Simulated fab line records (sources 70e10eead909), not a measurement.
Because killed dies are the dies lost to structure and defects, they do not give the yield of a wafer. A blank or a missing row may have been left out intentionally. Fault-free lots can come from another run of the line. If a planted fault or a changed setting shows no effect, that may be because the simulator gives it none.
Chamber matching :: flow nand_harc :: NHARC_A_M1_ETCH_35 on rie_diel-11 has 4 sister chambers
The step etches the open film in N2/H2, target depth 40 nm, overetch 12 nm, time 43.94 s. 7 wafers are shown with their chamber, then 9 later ones without.

EACH WAFER AND ITS CHAMBER
wafer: L084.1
chamber: 0
rf_vpp_V (V): 431.5
throttle_valve_pct (%): 14.162

wafer: L084.4
chamber: 0
rf_vpp_V (V): 431.0
throttle_valve_pct (%): 14.162

wafer: L088.3
chamber: 2
rf_vpp_V (V): 432.6
throttle_valve_pct (%): 14.167

wafer: L088.4
chamber: 2
rf_vpp_V (V): 431.9
throttle_valve_pct (%): 14.170

wafer: L089.1
chamber: 3
rf_vpp_V (V): 433.7
throttle_valve_pct (%): 14.175

wafer: L089.4
chamber: 1
rf_vpp_V (V): 430.7
throttle_valve_pct (%): 14.167

wafer: L089.5
chamber: 3
rf_vpp_V (V): 435.3
throttle_valve_pct (%): 14.185

WAFERS WHOSE CHAMBER IS MISSING
wafer: L095.2
rf_vpp_V (V): 431.3
throttle_valve_pct (%): 14.170

wafer: L095.3
rf_vpp_V (V): 431.1
throttle_valve_pct (%): 14.182

wafer: L095.6
rf_vpp_V (V): 429.4
throttle_valve_pct (%): 14.170

wafer: L094.1
rf_vpp_V (V): 431.6
throttle_valve_pct (%): 14.160

wafer: L094.2
rf_vpp_V (V): 431.4
throttle_valve_pct (%): 14.174

wafer: L094.6
rf_vpp_V (V): 431.7
throttle_valve_pct (%): 14.187

wafer: L096.1
rf_vpp_V (V): 432.2
throttle_valve_pct (%): 14.167

wafer: L096.3
rf_vpp_V (V): 434.9
throttle_valve_pct (%): 14.185

wafer: L096.4
rf_vpp_V (V): 432.2
throttle_valve_pct (%): 14.163

WHICH CHAMBER EACH WENT THROUGH
wafer: L095.2
from the rows above: can't be placed: 1 or 2 or 0
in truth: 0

wafer: L095.3
from the rows above: can't be placed: 2 or 1 or 3 or 0
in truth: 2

wafer: L095.6
from the rows above: can't be placed: 1 or 0 or 2
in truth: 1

wafer: L094.1
from the rows above: can't be placed: 0 or 1 or 2
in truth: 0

wafer: L094.2
from the rows above: can't be placed: 2 or 1 or 0
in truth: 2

wafer: L094.6
from the rows above: can't be placed: 3 or 2 or 1 or 0
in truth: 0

wafer: L096.1
from the rows above: can't be placed: 2 or 0 or 1
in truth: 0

wafer: L096.3
from the rows above: 3
in truth: 3

wafer: L096.4
from the rows above: can't be placed: 2 or 0 or 1
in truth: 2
Correctly placed: 1 of 9. From these rows, 8 cannot be placed; in 8 the true chamber is one of the candidates. Placed wrongly: 0.
How it was worked out, from the rows above alone: a wafer's distance from a chamber is the root of the sum, over the readings, of the square of ((its reading less the chamber's mean) divided by the reading's scatter). If the next closest chamber is less than 2 further off than the closest, the wafer can't be placed; otherwise it belongs to the closest. A chamber's mean is the mean of its shown wafers. The scatter is the square root of a quotient: the sum, over the shown wafers, of each reading's squared deviation from its chamber's mean, divided by wafers minus chambers.
